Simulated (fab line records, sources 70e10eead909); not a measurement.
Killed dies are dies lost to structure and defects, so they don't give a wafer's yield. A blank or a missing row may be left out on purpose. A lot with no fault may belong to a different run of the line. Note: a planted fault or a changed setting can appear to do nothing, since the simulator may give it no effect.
Code-filled problem report in 8D (eight disciplines) form / flow nand-harc / the parts of the form that need people (team, actions taken, sign-off) are left out

== 1. THE PROBLEM ==
Mean of run-length-s at NHARC_A_STAIRCASE_TRIM_235: 291.9 s across 2 wafers in 2 lots; on wafers with no fault it is 232.4 s (standard deviation 0.51). So: +99 or more standard deviations from the usual mean.
The step: chemistry O2, time 211.2 s.
First observed at day 17 23:21: wafer L600.4, on rie-diel-03. The record has a number at this step for 42 wafers belonging to 14 lots. The rule behind "out" and "out of limits": a value lying over 4 standard deviations away from the usual mean. Any other wafer with a number is counted as sound.

== 2. WHAT IT IS, WHAT IT ISN'T ==
question=which readings at this step | is=run-length-s | is not=drypump-motor-current-A, oes-product-au, rf-vpp-V, showerhead-plenum-p-Torr, throttle-valve-pct
question=which lots | is=L600, L602 | is not=L598, L599, L601, L606, L610, L611, L614, L615, L616, L617, L618, L619
question=which wafers of those lots | is=L600.4, L602.4 | is not=L600.1, L600.5, L602.2, L602.3
question=read on which tools | is=rie-diel-03 | is not=rie-diel-02, rie-diel-11
question=when | is=from day 17 23:21 | is not=up to then (8 sound wafers); but 32 sound wafers of L601, L602, L606, L610, L611, L614, L615, L616, L617, L618, L619 came after

== 3. SUSPECTS, AND WHAT RULES EACH OUT ==
Counting: a tool at a process step up to the reading stays a suspect if it ran every lot that is out. Sound lots after the first of them don't rule it out here, since some wafers of a struck lot are sound.
- plasma-asher-02 at NHARC_A_STAIRCASE_STRIP_205 (strips in O2): kept. It ran every lot that is out, first L600 (day 17 19:58).
- rie-diel-03 at NHARC_A_STAIRCASE_TRIM_229 (chemistry O2, time 211.2 s): kept. Every lot that is out went through it, the first being L600 (day 17 22:37); the last sound lot it ran before that was L599 (day 17 14:30).
- rie-diel-03 at NHARC_A_STAIRCASE_TRIM_235 (chemistry O2, time 211.2 s): kept. Every lot that is out went through it, the first being L600 (day 17 23:21); the last sound lot it ran before that was L599 (day 17 15:25). Its own run-length-s readings are out on those wafers.
- rie-diel-03, NHARC_A_STAIRCASE_TRIM_235: wafers that are out in chamber 0, sound lot-mates in chambers 1, 2, 3.
plasma-asher-02 at NHARC_A_STAIRCASE_STRIP_205, rie-diel-03 at NHARC_A_STAIRCASE_TRIM_229 and rie-diel-03 at NHARC_A_STAIRCASE_TRIM_235 are what is left after counting.

== 4. THE CAUSE (what the simulator had put in) ==
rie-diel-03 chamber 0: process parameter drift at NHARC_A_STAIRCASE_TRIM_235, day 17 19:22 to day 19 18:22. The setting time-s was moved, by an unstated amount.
Counting leaves 3 suspects; this tool is one of them.

== 5. THE CHAIN OF EFFECTS, in route order ==
Rows list readings where the struck wafers' mean (over those with a number) sits beyond 3 standard deviations from the usual. Only readings whose record carries a usual standard deviation are examined. hours: median over the lots of the time between each lot's start at the first step of this table that gives one and its start at this step. sigmas: the change, counted in usual standard deviations.
hours=0; step=NHARC_A_STAIRCASE_TRIM_235; reading=run-length-s; usual=232.4 s; on struck wafers=291.9; change=+59.5; sigmas=+99 or more
It contains these process steps:
- NHARC_A_STAIRCASE_TRIM_235: chemistry O2, time 211.2 s.

== 6. HOW IT WOULD HAVE BEEN CAUGHT EARLIER ==
In this record no reading fell out of limits until day 17 23:21, 4 hours after the fault had begun at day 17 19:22.
